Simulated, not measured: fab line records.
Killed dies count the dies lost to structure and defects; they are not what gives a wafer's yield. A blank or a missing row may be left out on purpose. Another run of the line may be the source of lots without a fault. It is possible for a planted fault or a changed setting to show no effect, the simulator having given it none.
Which tool was responsible?	flow n5Finfet	18 wafers from 6 lots sampled at 8 of the route's 1938 steps

WHAT THE GAUGES SHOWED, per wafer
N5_BEOL_M13_OCD_MEAS_35.
lot	measured	on	trenchDepthNm (nm)
L626	day 14 02:15	ocd-01	409 407 408
L627	day 15 04:21	ocd-01	409 353 405
L639	day 18 03:55	ocd-02	408 424 407
L636	day 18 06:30	ocd-02	414 407 408
L641	day 18 14:04	ocd-02	416 394 411
L642	day 18 17:59	ocd-02	406 428 405

N5_BEOL_M13_THK_MEAS_50: measures by xrf.
lot	measured	on	M13_THK (nm)
L626	day 14 05:04	filmMetro-02	428 422 424
L627	day 15 08:52	filmMetro-02	428 373 426
L639	day 18 05:50	filmMetro-01	419 434 420
L636	day 18 08:37	filmMetro-01	422 418 421
L641	day 18 18:49	filmMetro-02	438 408 430
L642	day 18 22:04	filmMetro-01	415 434 414

N5_BEOL_M13_RS_MEAS_54: measurement is done with a four-point probe.
lot	measured	on	M13_RS (ohm/sq)
L626	day 14 05:12	filmMetro-01	0.0453 0.0458 0.0457
L627	day 15 09:02	filmMetro-02	0.0453 0.0526 0.0456
L639	day 18 05:58	filmMetro-01	0.0457 0.0439 0.0456
L636	day 18 08:45	filmMetro-01	0.0448 0.0455 0.0453
L641	day 18 18:57	filmMetro-02	0.0445 0.0474 0.0453
L642	day 18 22:12	filmMetro-01	0.0456 0.0434 0.0459

N5_BEOL_M15_RC_MEAS_101.
lot	measured	on	etestTempC (C)	COMB_M10 (S/m)	COMB_M10_max_site (S/m)	COMB_M11 (S/m)	COMB_M12 (S/m)	COMB_M13 (S/m)	COMB_M14 (S/m)	COMB_M14_max_site (S/m)	COMB_M15 (S/m)	COMB_M15_max_site (S/m)	COMB_M5 (S/m)	COMB_M6 (S/m)	COMB_M7 (S/m)	COMB_M8 (S/m)	COMB_M9 (S/m)	SERP_M10 (ohm/um)	SERP_M11 (ohm/um)	SERP_M11_max_site (ohm/um)	SERP_M12 (ohm/um)	SERP_M13 (ohm/um)	SERP_M13_max_site (ohm/um)	SERP_M14 (ohm/um)	SERP_M5 (ohm/um)	SERP_M6 (ohm/um)	SERP_M7 (ohm/um)	SERP_M8 (ohm/um)	SERP_M9 (ohm/um)
L626	day 14 15:46	prober-02	24.76 24.94 25.10	1.36e-11 1.17e-11 1.39e-11	2.1e-11 1.5e-11 1.9e-11	1.59e-11 1.26e-11 1.18e-11	6.6e-12 5.7e-12 6.3e-12	5.4e-12 4.1e-12 4.3e-12	4.9e-12 5.3e-12 4.5e-12	6.1e-12 7e-12 6.8e-12	2.8e-12 2.4e-12 2.8e-12	4.3e-12 4.2e-12 3.4e-12	2.7e-11 2.3e-11 2.2e-11	2e-11 1.8e-11 1.8e-11	2.2e-11 2.4e-11 2.7e-11	1.5e-11 2.5e-11 2.2e-11	8e-12 1.1e-11 1.6e-11	3.08 3.17 3.23	3.03 2.96 3.02	3.16 3.06 3.08	0.653 0.634 0.637	0.312 0.312 0.308	0.313 0.314 0.310	0.160 0.162 0.162	37.4 39.3 39.9	12.8 14.1 13.0	14.4 14.5 14.1	14.7 13.5 13.8	3.07 3.14 3.02
L627	day 15 22:43	prober-01	25.07 25.15 25.04	1.38e-11 1.91e-11 1.56e-11	1.8e-11 2.6e-11 1.8e-11	1.97e-11 1.71e-11 1.36e-11	6.6e-12 8.5e-12 5.2e-12	6.5e-12 5.9e-12 5.1e-12	3.9e-12 4.9e-12 3.6e-12	5.1e-12 6.2e-12 4.7e-12	2.9e-12 2.7e-12 2.8e-12	3.4e-12 3.3e-12 3.2e-12	4.1e-11 4.4e-11 3.9e-11	2.6e-11 2.6e-11 3.1e-11	2.5e-11 3.3e-11 3.4e-11	3e-11 2.3e-11 3.1e-11	1.9e-11 1.9e-11 1.9e-11	3.14 3.17 3.09	3.06 3.24 2.90	3.22 3.42 3.09	0.629 0.658 0.646	0.314 0.367 0.312	0.320 0.373 0.316	0.166 0.160 0.154	42.1 42.9 40.1	13.6 14.5 14.5	13.7 14.1 13.6	14.0 13.1 13.8	3.11 3.06 2.96
L639	day 18 18:47	prober-02	25.17 24.85 25.04	1.2e-11 1.47e-11 1.16e-11	2.2e-11 2.5e-11 1.4e-11	1.16e-11 1.22e-11 1.44e-11	7e-12 7.1e-12 9.8e-12	5.4e-12 6.5e-12 6.9e-12	4.3e-12 3.8e-12 4e-12	5.4e-12 6.5e-12 6.2e-12	3.5e-12 3.5e-12 3.8e-12	3.8e-12 4.1e-12 4.8e-12	3.8e-11 3.8e-11 3.4e-11	2.5e-11 3.5e-11 3.7e-11	2.6e-11 3.4e-11 2.7e-11	2.2e-11 2.8e-11 2.4e-11	1.4e-11 1.2e-11 1.6e-11	2.99 3.04 3.14	3.04 2.85 3.10	3.10 2.89 3.13	0.643 0.634 0.650	0.311 0.297 0.312	0.314 0.302 0.316	0.158 0.162 0.157	38.1 37.3 39.1	13.5 14.5 14.3	13.9 13.6 12.6	13.5 14.9 13.9	3.05 3.24 3.04
L636	day 19 02:52	prober-02	24.91 25.02 24.81	1.13e-11 1.89e-11 1.33e-11	2.2e-11 2.3e-11 2.1e-11	1.82e-11 1.77e-11 1.4e-11	5.7e-12 6.1e-12 9.1e-12	5.7e-12 6.5e-12 5e-12	4.7e-12 4.3e-12 4.3e-12	6.5e-12 5.3e-12 5.9e-12	2.5e-12 2.7e-12 3.1e-12	3.1e-12 3.7e-12 3.5e-12	3.6e-11 4.2e-11 4.9e-11	2.7e-11 2.4e-11 2.9e-11	1.8e-11 3.3e-11 1.8e-11	3.3e-11 3.5e-11 2.3e-11	1e-11 1.4e-11 1e-11	2.90 3.04 3.15	2.77 3.02 2.84	2.86 3.09 2.95	0.628 0.643 0.620	0.313 0.313 0.313	0.317 0.317 0.317	0.155 0.169 0.158	42.4 39.9 40.1	13.7 14.1 13.8	12.5 11.6 14.2	14.2 13.5 13.7	2.91 3.02 3.02
L641	day 19 08:59	prober-01	24.97 24.87 24.91	1.55e-11 1.42e-11 1.66e-11	2.6e-11 1.7e-11 2.3e-11	1.27e-11 1.49e-11 1.06e-11	6.9e-12 7.7e-12 9.2e-12	5.6e-12 5.5e-12 6.5e-12	4.1e-12 3.3e-12 3.1e-12	6.3e-12 6.1e-12 4.1e-12	2.2e-12 2.8e-12 2.5e-12	3.5e-12 3.7e-12 2.9e-12	5.8e-11 3.2e-11 4.8e-11	2.6e-11 2.1e-11 2.6e-11	4e-11 2.7e-11 4.6e-11	1.9e-11 2.1e-11 3.1e-11	1.5e-11 1.3e-11 1.4e-11	3.14 3.05 3.02	2.84 2.92 3.09	3.02 3.03 3.12	0.649 0.639 0.650	0.306 0.330 0.308	0.310 0.331 0.311	0.157 0.158 0.162	37.3 38.3 38.6	12.9 13.3 13.4	13.5 13.8 13.4	13.4 13.9 13.2	3.00 3.04 3.25
L642	day 19 11:59	prober-02	25.06 24.99 24.94	1.3e-11 1.25e-11 1.08e-11	1.7e-11 1.6e-11 1.6e-11	1.03e-11 1.58e-11 1.03e-11	6.8e-12 9e-12 8.5e-12	5.1e-12 5.1e-12 4.6e-12	3.6e-12 4.2e-12 4.2e-12	4.1e-12 5.7e-12 6.3e-12	3.6e-12 2.8e-12 3e-12	4.3e-12 3.6e-12 4.4e-12	3.7e-11 3.1e-11 3e-11	2.5e-11 2.8e-11 2e-11	2.5e-11 3.5e-11 3e-11	1.6e-11 1.8e-11 2.1e-11	1.2e-11 1.6e-11 1.3e-11	2.99 2.90 3.02	3.07 3.23 3.11	3.27 3.35 3.23	0.663 0.671 0.641	0.317 0.307 0.319	0.321 0.314 0.322	0.169 0.157 0.159	39.8 37.9 38.6	13.6 13.5 14.5	13.7 12.3 12.7	13.2 13.5 13.9	2.92 3.04 3.05

TOOL THAT RAN EACH LOT (tool first, then ch and the chambers of the sampled wafers, then the start)
lot	N5_BEOL_M12_ETCH_38	N5_BEOL_M13_DESCUM_15	N5_BEOL_M13_TRENCH_ETCH_34	N5_BEOL_M13_ANNEAL_48
L626	rieDiel-05 ch 0,2,3, day 13 21:55	rieDiel-06 ch 2,3, day 14 00:34	rieDiel-06 ch 0,3, day 14 02:05	rtpAnneal-02 ch 0, day 14 04:22
L627	rieDiel-05 ch 0,2,3, day 14 20:58	rieDiel-06 ch 0,1, day 15 01:07	rieDiel-06 ch 0,1,3, day 15 04:11	rtpAnneal-02 ch 0, day 15 08:17
L639	rieDiel-03 ch 1,2, day 17 23:23	rieDiel-06 ch 0,2, day 18 01:50	rieDiel-06 ch 0,2, day 18 03:44	rtpAnneal-01 ch 0, day 18 05:17
L636	rieDiel-01 ch 0,2, day 18 02:25	rieDiel-06 ch 0,2,3, day 18 04:50	rieDiel-06 ch 0,3, day 18 06:20	rtpAnneal-01 ch 0, day 18 08:04
L641	rieDiel-01 ch 0,1,3, day 18 10:11	rieDiel-06 ch 0,1, day 18 12:32	rieDiel-04 ch 0,1,2, day 18 13:53	rtpAnneal-02 ch 0, day 18 18:16
L642	rieDiel-05 ch 0,1,2, day 18 13:34	rieDiel-02 ch 1,2,3, day 18 16:20	rieDiel-06 ch 0,1, day 18 17:49	rtpAnneal-01 ch 0, day 18 21:28
- N5_BEOL_M12_ETCH_38: etches SiCN in CF4/N2, target depth 68.7 nm, time 73.4 s.
- N5_BEOL_M13_DESCUM_15: chemistry O2, time 7.9 s.
- N5_BEOL_M13_TRENCH_ETCH_34: etches SiOC in C4F8/O2/Ar, target depth 413.47 nm, time 162.6 s.
- N5_BEOL_M13_ANNEAL_48: time 90 s.

WHAT THE TOOLS THEMSELVES READ (means of the sampled wafers that have a number; where no wafer has one, the mark that the record gives instead)
N5_BEOL_M12_ETCH_38.
lot	tool	drypumpMotorCurrentA (A)	oesProductAu (a.u.)	rfVppV (V)	showerheadPlenumPTorr (Torr)	throttleValvePct (%)
L626	rieDiel-05	5.5	0.81	382.5	2.22	15.41
L627	rieDiel-05	5.5	0.80	382.9	2.22	15.41
L639	rieDiel-03	6.6	0.78	382.0	2.22	15.44
L636	rieDiel-01	5.7	0.84	382.3	2.19	15.42
L641	rieDiel-01	6.0	0.71	378.4	2.07	15.47
L642	rieDiel-05	5.7	0.84	381.8	2.21	15.38

N5_BEOL_M13_DESCUM_15.
lot	tool	drypumpMotorCurrentA (A)	oesProductAu (a.u.)	rfVppV (V)	showerheadPlenumPTorr (Torr)	throttleValvePct (%)
L626	rieDiel-06	5.3	0.71	242.2	2.06	20.9
L627	rieDiel-06	5.2	0.77	242.4	2.02	20.3
L639	rieDiel-06	5.0	0.83	242.6	2.08	20.3
L636	rieDiel-06	5.2	0.79	243.2	2.06	20.6
L641	rieDiel-06	5.2	0.83	243.9	2.10	20.3
L642	rieDiel-02	5.8	0.86	241.7	2.02	20.2

N5_BEOL_M13_TRENCH_ETCH_34.
lot	tool	O2_flow_sccm (sccm)	drypumpMotorCurrentA (A)	heOuterTorr (Torr)	oesProductAu (a.u.)	rfVppV (V)	showerheadPlenumPTorr (Torr)	throttleValvePct (%)
L626	rieDiel-06	7.986	5.0	29.95	0.78	663	3.31	24.18
L627	rieDiel-06	7.988	5.3	30.05	0.73	661	3.28	24.28
L639	rieDiel-06	7.983	5.0	29.98	0.83	664	3.37	24.00
L636	rieDiel-06	8.010	5.1	30.00	0.75	662	3.29	24.22
L641	rieDiel-04	7.984	5.8	30.04	0.78	668	3.50	24.25
L642	rieDiel-06	7.995	5.2	29.98	0.82	665	3.43	24.00

N5_BEOL_M13_ANNEAL_48.
lot	tool	wafer_temp_C_max
L626	rtpAnneal-02	226.43
L627	rtpAnneal-02	226.01
L639	rtpAnneal-01	226.17
L636	rtpAnneal-01	226.15
L641	rtpAnneal-02	225.86
L642	rtpAnneal-01	226.38

THE ANSWER, worked out from the rows above alone
Rule: usual is defined by the lots themselves. Put in order of their means at a reading, lots are off if they are a third of the lots or fewer, leave a main group of 4 or more, and stand apart from it by a gap of 3 or more times the standard deviation of the main group's means; of several such gaps the widest counts. Not used: any main group whose means are identical at the precision the tables above print for the reading. Also off: a lot with no number at a reading for which 4 or more lots have one. Where the step has rows for the other lots, those lots are counted as sound. After the gauges, taken in route order, come the tools' own readings; for these a lot's mean is taken, as printed above. At the first step where some lot is off, the reading lying furthest off is the one used; lots without a number count as furthest.
Off at N5_BEOL_M13_OCD_MEAS_35 (trenchDepthNm): L627. Mean 410 nm and standard deviation 2.5 in the main group.
If a tool, at a process step before that reading, ran all the lots that are off and no sound lot after the first of them, it fits. The gauges at N5_BEOL_M13_OCD_MEAS_35 aren't tried: what is off there is off at N5_BEOL_M13_THK_MEAS_50 too, on other tools, and a gauge's error can't cause that. None of those tried fits.

WHAT THE SIMULATOR PUT IN
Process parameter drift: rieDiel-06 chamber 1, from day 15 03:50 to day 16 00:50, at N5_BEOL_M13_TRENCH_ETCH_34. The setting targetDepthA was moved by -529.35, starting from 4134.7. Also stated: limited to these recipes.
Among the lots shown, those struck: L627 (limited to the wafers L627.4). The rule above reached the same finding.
